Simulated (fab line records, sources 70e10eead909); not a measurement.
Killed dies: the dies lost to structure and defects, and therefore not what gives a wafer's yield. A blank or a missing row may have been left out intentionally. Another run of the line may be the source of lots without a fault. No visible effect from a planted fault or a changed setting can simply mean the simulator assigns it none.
fab line records ; flow nand-harc
record: lots: 12; wafers: 36; last-day: 24
route steps=1159 shown P_M2@329 END@1159
lots that met no fault: from a run of the same line without faults
start-h: hours from the record's opening day to when the first of the lot's shown wafers began ; wait-h: how many hours have passed since the lot's step before this one ; " the same as in the row above ; L1.1+2: a row that stands for several wafers ; - no value present, or no start provided ; * or withheld: withheld ; < > ~ a bound
route shown NAME@n: names a module that has steps shown in the file, with the first one's number in the route ; usual: the fault-free wafers' mean and standard deviation ; same: alike in all rows ; chamber/n: place in a boat ; sites: each site's reading ; _std_site: the values' standard deviation ; _edge_site: mean of outer sites minus mean of inner sites ; radius-mm: for every site, how far away it sits from the centre of the wafer ; mask NAME#n: copy n ; behind: the last tool/chamber to shape the wafer ; hold: why the lot was held/for how many hours/how that ended ; device: the n, p or np transistor that did not switch ; end of line: tests run on the same wafers once the route is complete ; where a step has no rows: the recipe by itself ; killed: not the wafer's yield, but the dies lost to structure and defects at the first sort ; map: a wafer's dies, x killed, . not, _ none there
set.NAME: the setting as run; set.NAME@STEP: as run at that earlier step ; model.NAME: the simulator's own value behind a step, which no gauge read
steps of the route over a sample of lots; a table a step, a row a wafer
services: when a tool's chamber went out of use (start-h, in hours from the record's first day, below 0 if earlier), for how many hours, and the reason
== steps ==
step: NHARC_P_M2_OVL_MEAS_10
recipe: pitch-nm: 340
usual: overlay-x-nm: 0.0/0.82; overlay-y-nm: 0.2/0.82
lot.wafer;tool;chamber;start-h;wait-h;overlay-x-nm;overlay-y-nm
L900.1;overlay-02;-;130.00;-;0.6;-1.4
L900.2;overlay-02;-;130.00;-;0.9;-1.1
L900.3;overlay-02;-;130.00;-;0.7;-1.2
L902.3;overlay-02;-;141.53;-;0.0;0.0
L902.5;overlay-02;-;141.53;-;0.8;0.4
L902.6;overlay-02;-;141.53;-;0.1;-0.1
L904.1;overlay-01;-;146.26;-;0.1;-0.3
L904.4;overlay-01;-;146.26;-;0.5;-0.2
L904.5;overlay-01;-;146.26;-;0.2;-0.1
L905.2;overlay-01;-;148.06;-;0.2;1.0
L905.3;overlay-01;-;148.06;-;0.3;1.0
L905.4;overlay-01;-;148.06;-;0.4;0.6
L907.1;overlay-02;-;168.41;-;-0.5;0.1
L907.2;overlay-02;-;168.41;-;-0.3;-0.2
L907.4;overlay-02;-;168.41;-;-0.2;0.1
L910.2;overlay-01;-;186.60;-;0.6;0.6
L910.4;overlay-01;-;186.60;-;1.4;0.5
L910.5;overlay-01;-;186.60;-;1.3;0.8
L912.3;overlay-01;-;203.61;-;-0.3;-0.4
L912.4;overlay-01;-;203.61;-;-0.7;-0.2
L912.6;overlay-01;-;203.61;-;-0.5;0.1
L913.1;overlay-02;-;206.19;-;0.1;-0.1
L913.2;overlay-02;-;206.19;-;0.0;-0.6
L913.4;overlay-02;-;206.19;-;0.8;-0.2
L917.3;overlay-02;-;234.16;-;-0.1;1.1
L917.4;overlay-02;-;234.16;-;0.1;0.5
L917.5;overlay-02;-;234.16;-;-0.4;0.3
L920.3;overlay-02;-;244.24;-;-0.4;-0.9
L920.4;overlay-02;-;244.24;-;-0.3;-0.6
L920.6;overlay-02;-;244.24;-;-0.6;0.3
L921.1;overlay-01;-;251.04;-;-0.8;-0.9
L921.4;overlay-01;-;251.04;-;-1.2;-1.1
L921.6;overlay-01;-;251.04;-;-0.4;-1.1
L923.1;overlay-01;-;254.92;-;-1.2;0.6
L923.3;overlay-01;-;254.92;-;-1.6;0.4
L923.4;overlay-01;-;254.92;-;-1.5;0.8
step: NHARC_P_M2_DESCUM_14
recipe: time-s: 3; o2-flow-sccm: 200; ar-flow-sccm: 0; bias-power-w: 0; chemistry: O2
usual: drypump-motor-current-A: 5.9/0.38; mfc-ar-sccm: 0.012/0.012; oes-product-au: 0.999/0.0068; rf-vpp-V: 57.8/0.83; showerhead-plenum-p-Torr: 1.94/0.063; throttle-valve-pct: 11.311/0.0092
lot.wafer;tool;chamber;start-h;wait-h;drypump-motor-current-A;mfc-ar-sccm;oes-product-au;rf-hours-counter-h;rf-vpp-V;showerhead-plenum-p-Torr;throttle-valve-pct
L900.3;rie-diel-10;3;130.10;0.1;5.9;0.001;0.993;5;59.1;1.92;11.306
L900.1;rie-diel-10;0;130.10;0.1;5.6;0.033;0.997;4;58.1;1.93;11.297
L900.2;rie-diel-10;2;130.10;0.1;6.5;0.015;1.002;4;57.4;1.88;11.320
L902.3;rie-diel-10;0;141.65;0.1;5.6;0.033;0.997;5;55.8;1.93;11.310
L902.5;rie-diel-10;2;141.65;0.1;6.5;0.015;0.998;-;57.8;1.88;11.300
L902.6;rie-diel-10;3;141.65;0.1;5.9;0.001;0.991;-;57.5;1.92;11.304
L904.4;rie-diel-08;2;146.35;0.1;5.3;0;1.002;6;59.1;2.07;11.318
L904.1;rie-diel-08;3;146.35;0.1;5.5;0.016;0.990;6;57.4;1.86;11.325
L904.5;rie-diel-08;3;146.35;0.1;5.5;0.016;1.004;-;58.0;1.86;11.295
L905.2;rie-diel-10;0;148.16;0.1;5.6;0.033;0.997;5;57.1;1.93;11.308
L905.4;rie-diel-10;1;148.16;0.1;6.2;0;0.994;5;58.6;1.96;11.310
L905.3;rie-diel-10;2;148.16;0.1;6.5;0.015;0.989;5;56.8;1.88;11.320
L907.1;rie-diel-08;0;168.51;0.1;6.2;0.006;0.993;12;58.4;2.00;11.311
L907.4;rie-diel-08;2;168.51;0.1;5.3;0;0.997;14;57.5;2.07;11.292
L907.2;rie-diel-08;3;168.51;0.1;5.5;0.016;0.992;13;58.6;1.86;11.293
L910.2;rie-diel-05;1;186.70;0.1;5.3;0.006;1.008;3;57.9;2.03;11.296
L910.4;rie-diel-05;3;186.70;0.1;5.9;0.007;1.002;-;57.8;2.03;11.306
L910.5;rie-diel-05;1;186.70;0.1;5.3;0.006;0.992;-;58.8;2.03;11.304
L912.3;rie-diel-05;2;203.73;0.1;6.2;0.020;1.000;6;57.6;1.98;11.315
L912.4;rie-diel-05;1;203.73;0.1;5.3;0.006;0.990;-;57.7;2.03;11.314
L912.6;rie-diel-05;2;203.73;0.1;6.2;0.020;1.002;-;57.4;1.98;11.306
L913.2;rie-diel-10;3;206.29;0.1;5.9;0.001;0.997;1;57.9;1.91;11.323
L913.1;rie-diel-10;0;206.29;0.1;5.6;0.033;1.003;1;56.5;1.93;11.307
L913.4;rie-diel-10;2;206.29;0.1;6.5;0.015;1.000;1;57.6;1.88;11.302
L917.3;rie-diel-08;1;234.38;0.2;5.6;0.025;0.997;38;57.3;1.80;11.318
L917.4;rie-diel-08;2;234.38;0.2;5.3;0;1.003;37;58.3;2.06;11.321
L917.5;rie-diel-08;3;234.38;0.2;5.5;0.016;0.996;-;56.7;1.85;11.315
L920.4;rie-diel-10;2;244.34;0.1;6.5;0.015;0.997;1;59.2;1.88;11.301
L920.3;rie-diel-10;0;244.34;0.1;5.6;0.033;0.997;2;57.7;1.93;11.305
L920.6;rie-diel-10;3;244.34;0.1;5.9;0.001;0.996;-;57.1;1.91;11.315
L921.4;rie-diel-10;1;251.14;0.1;6.2;0;0.995;2;56.5;1.96;11.305
L921.1;rie-diel-10;3;251.14;0.1;5.9;0.001;0.989;2;57.9;1.91;11.301
L921.6;rie-diel-10;1;251.14;0.1;6.2;0;1.000;-;58.4;1.96;11.316
L923.3;rie-diel-10;1;255.02;0.1;6.2;0;0.995;2;59.1;1.96;11.308
L923.1;rie-diel-10;3;255.02;0.1;5.9;0.001;0.993;3;56.8;1.91;11.325
L923.4;rie-diel-10;0;255.02;0.1;5.6;0.033;0.991;3;58.4;1.93;11.301
step: NHARC_P_M2_STRIP_18
recipe: power-w: 1000; n2-flow-sccm: 150; h2-flow-sccm: 150; ar-flow-sccm: 0; bias-w: 0; chemistry: N2/H2
usual: bias-w: 0/0; chamber-pressure-mTorr: 29.999/0.028; drypump-motor-current-A: 5.9/0.37; mfc-ar-sccm: 0.013/0.012; oes-product-au: 0.999/0.0064; rf-vpp-V: 90.8/0.87; showerhead-plenum-p-Torr: 2.07/0.068; throttle-valve-pct: 14.171/0.0092
lot.wafer;tool;chamber;start-h;wait-h;bias-w;chamber-pressure-mTorr;drypump-motor-current-A;mfc-ar-sccm;oes-product-au;rf-hours-counter-h;rf-vpp-V;showerhead-plenum-p-Torr;throttle-valve-pct
L900.2;rie-diel-10;2;130.47;0.1;0;29.987;6.5;0.015;1.006;4;90.2;2.00;14.172
L900.3;rie-diel-10;3;130.47;0.1;0;29.980;5.9;0.001;0.991;5;89.7;2.04;14.172
L900.1;rie-diel-10;1;130.47;0.1;0;30.037;6.2;0;1.000;4;90.7;2.09;14.162
L902.3;rie-diel-05;1;142.04;0.1;0;29.999;5.3;0.006;1.009;33;90.3;2.17;14.174
L902.5;rie-diel-05;1;142.04;0.1;0;30.021;5.3;0.006;1.007;-;91.6;2.17;14.176
L902.6;rie-diel-05;2;142.04;0.1;0;30.005;6.2;0.020;1.002;-;90.5;2.12;14.165
L904.1;rie-diel-05;3;146.80;0.1;0;29.984;5.9;0.007;0.988;33;92.5;2.17;14.173
L904.5;rie-diel-05;1;146.80;0.1;0;29.964;5.3;0.006;1.009;-;91.3;2.17;14.167
L904.4;rie-diel-05;3;146.80;0.1;0;30.009;5.9;0.007;0.994;-;88.7;2.17;14.160
L905.3;rie-diel-10;0;148.54;0.1;0;30.029;5.6;0.033;0.996;5;91.4;2.06;14.179
L905.4;rie-diel-10;2;148.54;0.1;0;30.012;6.5;0.015;0.996;5;91.8;2.00;14.157
L905.2;rie-diel-10;3;148.54;0.1;0;29.980;5.9;0.001;0.988;5;90.1;2.04;14.169
L907.4;rie-diel-08;1;168.91;0.1;0;30.009;5.6;0.025;1.009;13;88.7;1.92;14.165
L907.2;rie-diel-08;3;168.91;0.1;0;29.953;5.5;0.016;1.000;13;89.5;1.98;14.150
L907.1;rie-diel-08;0;168.91;0.1;0;29.998;6.2;0.006;1.004;12;91.0;2.14;14.171
L910.4;rie-diel-10;0;187.12;0.1;-;-;-;-;-;-;-;-;-
L910.2;rie-diel-10;1;187.12;0.1;-;-;-;-;-;-;-;-;-
L910.5;rie-diel-10;1;187.12;0.1;-;-;-;-;-;-;-;-;-
L912.3;rie-diel-05;2;204.20;0.1;-;-;-;-;-;-;-;-;-
L912.4;rie-diel-05;3;204.20;0.1;-;-;-;-;-;-;-;-;-
L912.6;rie-diel-05;2;204.20;0.1;-;-;-;-;-;-;-;-;-
L913.4;rie-diel-10;3;206.68;0.1;0;30.005;5.9;0.001;0.991;1;90.3;2.04;14.169
L913.2;rie-diel-10;0;206.68;0.1;0;30.009;5.6;0.033;1.001;1;90.5;2.06;14.180
L913.1;rie-diel-10;1;206.68;0.1;0;29.988;6.2;0;0.990;1;91.7;2.09;14.168
L917.4;rie-diel-10;2;235.08;0.1;0;29.971;6.5;0.015;1.008;1;91.0;2.00;14.175
L917.3;rie-diel-10;3;235.08;0.1;0;29.964;5.9;0.001;0.996;2;90.5;2.04;14.173
L917.5;rie-diel-10;3;235.08;0.1;0;29.988;5.9;0.001;0.998;-;91.3;2.04;14.183
L920.4;rie-diel-05;0;244.76;0.1;0;29.952;6.3;0.025;1.002;4;90.7;2.14;14.186
L920.3;rie-diel-05;2;244.76;0.1;0;30.050;6.2;0.020;0.995;14;91.1;2.11;14.176
L920.6;rie-diel-05;3;244.76;0.1;0;29.951;5.9;0.007;0.998;-;91.3;2.17;14.202
L921.4;rie-diel-10;3;251.52;0.1;0;30.028;5.9;0.001;0.997;3;89.5;2.04;14.161
L921.1;rie-diel-10;0;251.52;0.1;0;30.049;5.6;0.033;0.991;3;91.6;2.06;14.168
L921.6;rie-diel-10;3;251.52;0.1;0;30.044;5.9;0.001;0.992;-;91.1;2.04;14.159
L923.4;rie-diel-10;0;255.40;0.1;0;30.057;5.6;0.033;1.003;3;90.6;2.06;14.168
L923.1;rie-diel-10;1;255.40;0.1;0;29.961;6.2;0;1.002;3;91.4;2.09;14.173
L923.3;rie-diel-10;3;255.40;0.1;0;29.964;5.9;0.001;0.990;3;90.9;2.04;14.175
step: NHARC_END_SORT_01
recipe: temp-c: 25
usual: defect-limited-yield: 95.4/1.4; killed-at-array: 27/10; killed-at-other: 0.6/1; killed-at-periphery: 3.4/2.7; killed-dies: 31/9.7; killed-open: 3.4/1.7; killed-short: 2.2/1.5; sort_bin_2_pct: 1.4/0.57; sort_bin_3_pct: 0.25/0.23; sort_bin_4_pct: 3.0/0.94; sort-n-pass: 646/9.7; sort-rim-yield-pct: 95.3/3; sort-yield-pct: 95.4/1.4
same: gross-dies: 677; sort_bin_5_pct[%]: 0; sort_bin_6_pct[%]: 0; sort_bin_7_pct[%]: 0; sort_bin_8_pct[%]: 0; sort-rim-n-gross: 106.00
lot.wafer;tool;chamber;start-h;wait-h;defect-limited-yield[%];killed-at-array;killed-at-other;killed-at-periphery;killed-dies;killed-open;killed-short;sort_bin_2_pct[%];sort_bin_3_pct[%];sort_bin_4_pct[%];sort-n-pass;sort-rim-yield-pct[%];sort-yield-pct[%]
L900.1;prober-01;0;428.51;2.5;95.0;30;1;3;34;5;1;1.0;0.15;3.8;643;93.4;95.0
L900.2;prober-01;0;429.32;2.8;94.4;33;4;1;38;2;2;2.1;0.15;3.4;639;96.2;94.4
L900.3;prober-01;0;430.13;3.1;94.8;33;1;1;35;3;0;2.5;0.30;2.4;642;90.6;94.8
L904.1;prober-01;0;465.92;2.5;95.3;28;0;4;32;3;4;1.6;0.30;2.8;645;93.4;95.3
L904.4;prober-01;0;468.31;3.4;95.4;27;1;3;31;2;1;1.2;0;3.4;646;94.3;95.4
L904.5;prober-01;0;469.11;3.7;96.0;25;0;2;27;2;3;1.3;0.15;2.5;650;94.3;96.0
L905.2;prober-02;0;466.91;2.8;95.4;22;0;9;31;4;3;0.6;0;4.0;646;97.2;95.4
L905.3;prober-02;0;467.72;3.1;94.7;27;0;9;36;4;0;1.6;0.30;3.4;641;90.6;94.7
L905.4;prober-02;0;468.52;3.4;95.0;31;0;3;34;3;2;1.2;0.44;3.4;643;95.3;95.0
L913.1;prober-02;0;502.81;2.5;98.1;13;0;0;13;1;0;0.6;0;1.3;664;98.1;98.1
L913.2;prober-02;0;503.62;2.8;97.6;16;0;0;16;3;2;0.7;0;1.6;661;98.1;97.6
L913.4;prober-02;0;505.23;3.4;96.6;17;0;6;23;3;3;0.9;0.44;2.1;654;96.2;96.6
L910.2;prober-01;0;511.18;2.8;4.9;11;3;630;644;2;2;93.6;0;1.5;33;0;4.9
L910.4;prober-01;0;512.79;3.4;4.7;12;4;629;645;3;3;92.9;0.30;2.1;32;18.9;4.7
L910.5;prober-01;0;513.59;3.7;4.4;19;0;628;647;7;2;92.9;0;2.7;30;0;4.4
L912.3;prober-02;0;513.36;3.1;5.3;26;0;615;641;1;2;91.9;0.30;2.5;36;0;5.3
L912.4;prober-02;0;514.15;3.4;5.5;37;0;603;640;2;4;90.4;0.30;3.8;37;17.0;5.5
L912.6;prober-02;0;515.73;4.0;5.3;27;1;613;641;2;3;92.5;0.30;1.9;36;0;5.3
L920.3;prober-01;0;564.39;3.1;95.4;30;0;1;31;3;4;0.7;0.44;3.4;646;95.3;95.4
L920.4;prober-01;0;565.21;3.4;95.3;31;0;1;32;3;4;1.2;0.30;3.2;645;100.0;95.3
L920.6;prober-01;0;566.84;4.1;94.7;32;0;4;36;7;2;1.9;0;3.4;641;93.4;94.7
L923.1;prober-02;0;567.04;2.5;96.2;19;0;7;26;3;4;1.0;0;2.8;651;93.4;96.2
L923.3;prober-02;0;568.61;3.0;95.0;26;0;8;34;3;2;1.6;0.30;3.1;643;96.2;95.0
L923.4;prober-02;0;569.40;3.3;94.7;27;0;9;36;6;5;1.5;0.30;3.5;641;95.3;94.7
killed by level:class
L900.1 A_CHANNEL_HOLE_D1:chamber-film-flake=11 A_SLIT:chamber-film-flake=6 A_SGD_CUT:chamber-film-flake=3 A_CONTACT:geometric-particle:open=2 A_M0:geometric-particle:open=2 P_STI:chamber-film-flake=2 A_CONTACT:chamber-film-flake=2 A_WL_FILL:geometric-particle:open=1
L900.2 A_CHANNEL_HOLE_D1:chamber-film-flake=12 A_SLIT:chamber-film-flake=7 A_CONTACT:chamber-film-flake=4 THIN_TSV:chamber-film-flake=4 A_STAIRCASE:chamber-film-flake=3 A_SGD_CUT:chamber-film-flake=3 A_CONTACT:geometric-particle:open=2 A_WL_FILL:geometric-particle:short=1
L900.3 A_CHANNEL_HOLE_D1:chamber-film-flake=12 A_SLIT:chamber-film-flake=8 A_SGD_CUT:chamber-film-flake=5 A_CONTACT:chamber-film-flake=3 A_ONON_D1:geometric-particle:open=2 A_M1:geometric-particle:open=1 P_GATE:chamber-film-flake=1 A_ZERO_WELL:chamber-film-flake=1
L904.1 A_SLIT:chamber-film-flake=8 A_STAIRCASE:chamber-film-flake=7 A_WL_FILL:chamber-film-flake=5 A_CONTACT:chamber-film-flake=2 P_GATE:geometric-particle:open=1 P_M1:geometric-particle:open=1 P_M1:geometric-particle:short=1 A_ONON_D1:geometric-particle:short=1
L905.2 A_CHANNEL_HOLE_D1:chamber-film-flake=14 P_ZERO_WELL:chamber-film-flake=6 A_ONON_D1:geometric-particle:short=2 P_STI:geometric-particle:short=1 P_M0:geometric-particle:open=1 A_WL_FILL:geometric-particle:open=1 A_CONTACT:geometric-particle:open=1 A_M1:geometric-particle:open=1
L905.3 A_CHANNEL_HOLE_D1:chamber-film-flake=16 P_ZERO_WELL:chamber-film-flake=9 A_CHANNEL_FILL_D1:chamber-film-flake=2 A_STAIRCASE:chamber-film-flake=2 A_SLIT:chamber-film-flake=2 A_ONON_D1:geometric-particle:open=1 A_CONTACT:geometric-particle:open=1 A_BLC:geometric-particle:open=1
L904.4 A_WL_FILL:chamber-film-flake=9 A_STAIRCASE:chamber-film-flake=7 A_SLIT:chamber-film-flake=5 A_CHANNEL_HOLE_D1:chamber-film-flake=4 A_WL_FILL:geometric-particle:short=1 A_M0:geometric-particle:open=1 P_ZERO_WELL:chamber-film-flake=1 P_STI:chamber-film-flake=1
L905.4 A_CHANNEL_HOLE_D1:chamber-film-flake=20 P_ZERO_WELL:chamber-film-flake=2 A_CHANNEL_FILL_D1:chamber-film-flake=2 A_M0:chamber-film-flake=2 A_ONON_D1:geometric-particle:open=1 A_ONON_D1:geometric-particle:short=1 A_M0:geometric-particle:open=1 A_M1:geometric-particle:short=1
L904.5 A_SLIT:chamber-film-flake=13 A_STAIRCASE:chamber-film-flake=4 A_CHANNEL_FILL_D1:geometric-particle:short=2 A_CHANNEL_HOLE_D1:chamber-film-flake=2 P_GATE:geometric-particle:open=1 A_CONTACT:geometric-particle:short=1 A_BLC:geometric-particle:open=1 P_GATE:chamber-film-flake=1
L913.1 A_CHANNEL_HOLE_D1:chamber-film-flake=4 A_SLIT:chamber-film-flake=4 A_STAIRCASE:chamber-film-flake=2 A_CONTACT:chamber-film-flake=2 A_ONON_D1:geometric-particle:open=1
L913.2 A_CONTACT:chamber-film-flake=5 A_STAIRCASE:chamber-film-flake=3 A_WL_FILL:geometric-particle:short=2 A_CONTACT:geometric-particle:open=2 A_ONON_D1:geometric-particle:open=1 A_ZERO_WELL:chamber-film-flake=1 A_CHANNEL_HOLE_D1:chamber-film-flake=1 A_SLIT:chamber-film-flake=1
L913.4 A_CONTACT:chamber-film-flake=5 A_CHANNEL_FILL_D1:geometric-particle:short=3 A_CHANNEL_HOLE_D1:chamber-film-flake=3 A_STAIRCASE:chamber-film-flake=3 A_SLIT:chamber-film-flake=3 P_GATE:geometric-particle:open=1 P_M0:geometric-particle:open=1 P_M2:geometric-particle:open=1
L910.2 P_M2:area-strip=626 A_CHANNEL_HOLE_D1:chamber-film-flake=4 P_ZERO_WELL:chamber-film-flake=3 A_CONTACT:chamber-film-flake=2 THIN_TSV:chamber-film-flake=2 P_CONTACT:geometric-particle:open=1 A_CHANNEL_FILL_D1:geometric-particle:short=1 A_BLC:geometric-particle:short=1
L910.4 P_M2:area-strip=626 A_CHANNEL_HOLE_D1:chamber-film-flake=4 THIN_TSV:chamber-film-flake=4 P_ZERO_WELL:chamber-film-flake=2 A_CONTACT:chamber-film-flake=2 P_M2:geometric-particle:open=1 A_ONON_D1:geometric-particle:short=1 A_SGD_CUT:geometric-particle:short=1
L912.3 P_M2:area-strip=615 A_CHANNEL_HOLE_D1:chamber-film-flake=8 A_CONTACT:chamber-film-flake=7 A_BLC:chamber-film-flake=6 A_SGD_CUT:geometric-particle:short=1 A_WL_FILL:geometric-particle:short=1 A_WL_FILL:geometric-particle:open=1 A_ZERO_WELL:chamber-film-flake=1
L910.5 P_M2:area-strip=623 A_CHANNEL_HOLE_D1:chamber-film-flake=6 A_CONTACT:chamber-film-flake=4 P_CONTACT:geometric-particle:open=3 A_ONON_D1:geometric-particle:open=2 A_CHANNEL_FILL_D1:chamber-film-flake=2 A_ONON_D1:geometric-particle:short=1 A_WL_FILL:geometric-particle:short=1
L912.4 P_M2:area-strip=602 A_CHANNEL_HOLE_D1:chamber-film-flake=16 A_BLC:chamber-film-flake=7 A_CONTACT:chamber-film-flake=4 A_STAIRCASE:chamber-film-flake=2 A_WL_FILL:chamber-film-flake=2 A_SOURCE_PLATE:geometric-particle:short=1 A_ONON_D1:geometric-particle:open=1
L912.6 P_M2:area-strip=613 A_CHANNEL_HOLE_D1:chamber-film-flake=16 A_CONTACT:chamber-film-flake=4 A_SGD_CUT:geometric-particle:open=1 A_BLC:geometric-particle:short=1 A_BLC:geometric-particle:open=1 A_M1:geometric-particle:short=1 STARTING-WAFER:geometric-particle:short=1
L920.3 A_CHANNEL_HOLE_D1:chamber-film-flake=17 A_SGD_CUT:chamber-film-flake=2 A_CONTACT:chamber-film-flake=2 P_M0:geometric-particle:open=1 A_ONON_D1:geometric-particle:open=1 A_SGD_CUT:geometric-particle:short=1 A_WL_FILL:geometric-particle:short=1 A_CONTACT:geometric-particle:short=1
L920.4 A_CHANNEL_HOLE_D1:chamber-film-flake=23 P_M0:geometric-particle:short=1 A_CHANNEL_FILL_D1:geometric-particle:short=1 A_WL_FILL:geometric-particle:short=1 A_CONTACT:geometric-particle:open=1 A_BLC:geometric-particle:open=1 A_M0:geometric-particle:open=1 A_M1:geometric-particle:short=1
L920.6 A_CHANNEL_HOLE_D1:chamber-film-flake=21 A_CONTACT:geometric-particle:open=3 A_STAIRCASE:chamber-film-flake=3 P_CONTACT:geometric-particle:open=2 A_CHANNEL_FILL_D1:chamber-film-flake=2 P_M2:geometric-particle:open=1 A_ONON_D1:geometric-particle:short=1 A_STAIRCASE:geometric-particle:open=1
L923.1 A_CHANNEL_HOLE_D1:chamber-film-flake=6 P_GATE:chamber-film-flake=3 A_WL_FILL:chamber-film-flake=3 A_CHANNEL_FILL_D1:geometric-particle:short=2 P_STI:chamber-film-flake=2 A_CONTACT:chamber-film-flake=2 A_STAIRCASE:chamber-film-flake=2 P_GATE:geometric-particle:open=1
L923.3 A_CHANNEL_HOLE_D1:chamber-film-flake=8 A_CONTACT:chamber-film-flake=7 A_WL_FILL:chamber-film-flake=4 P_ZERO_WELL:chamber-film-flake=2 P_GATE:chamber-film-flake=2 P_M1:chamber-film-flake=2 A_BONDPAD:chamber-film-flake=2 P_GATE:geometric-particle:short=1
L923.4 A_CHANNEL_HOLE_D1:chamber-film-flake=7 A_WL_FILL:chamber-film-flake=5 A_CONTACT:chamber-film-flake=4 A_CONTACT:geometric-particle:open=3 A_WL_FILL:geometric-particle:short=2 P_GATE:chamber-film-flake=2 A_STAIRCASE:chamber-film-flake=2 A_BONDPAD:chamber-film-flake=2
== services ==
tool;chamber;start-h;hours;kind
rie-diel-10;0;106.50;-;clean
rie-diel-10;1;106.50;-;clean
rie-diel-10;2;106.50;-;clean
rie-diel-10;3;106.50;-;clean
rie-diel-08;-;124.80;9.0;pm
rie-diel-10;0;131.13;-;clean
rie-diel-10;1;131.13;-;clean
rie-diel-10;2;131.13;-;clean
rie-diel-10;3;131.13;-;clean
rie-diel-10;0;155.63;-;clean
rie-diel-10;1;155.63;-;clean
rie-diel-10;2;155.63;-;clean
rie-diel-10;3;155.63;-;clean
rie-diel-10;3;156.42;5.4;repair
rie-diel-05;-;163.62;9.0;pm
rie-diel-10;-;176.50;9.0;pm
rie-diel-10;0;176.50;9.0;vent-cycle
rie-diel-10;1;176.50;9.0;vent-cycle
rie-diel-10;2;176.50;9.0;vent-cycle
rie-diel-05;-;177.75;0.4;repair
rie-diel-08;-;190.55;2.4;repair
rie-diel-10;2;197.85;5.3;repair
rie-diel-10;2;209.00;8.1;repair
rie-diel-08;0;229.99;1.4;repair
== key ==
first-sign: step: NHARC_P_M2_STRIP_18; reading: tool-record; direction: missing
effect: step: NHARC_END_SORT_01; reading: killed-at-periphery; direction: up; sigmas: 99+; usual: 3.4; struck: 619.7
more-kills-born-at: NHARC_P_M2_STRIP_18@rie-diel-10: 1872; NHARC_P_M2_STRIP_18@rie-diel-05: 1830
met-at NHARC_P_M2_STRIP_18
struck-lots L910,L912
later-rows-left-out L910.2,L910.4,L910.5,L912.3,L912.4,L912.6
not-acting-at NHARC_P_M2_OVL_MEAS_10,NHARC_P_M2_DESCUM_14
onset-between 148.54 187.12
fault: kind: skipped-step-whole; tool: rie-diel-05,rie-diel-10; chamber: -; onset-h: 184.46; steps: NHARC_P_M2_STRIP_18; scope: struck-lots-only
later-rows-left-out: the simulator's readings of these wafers behind a module that went badly wrong aren't trusted and aren't shown, but for the sort
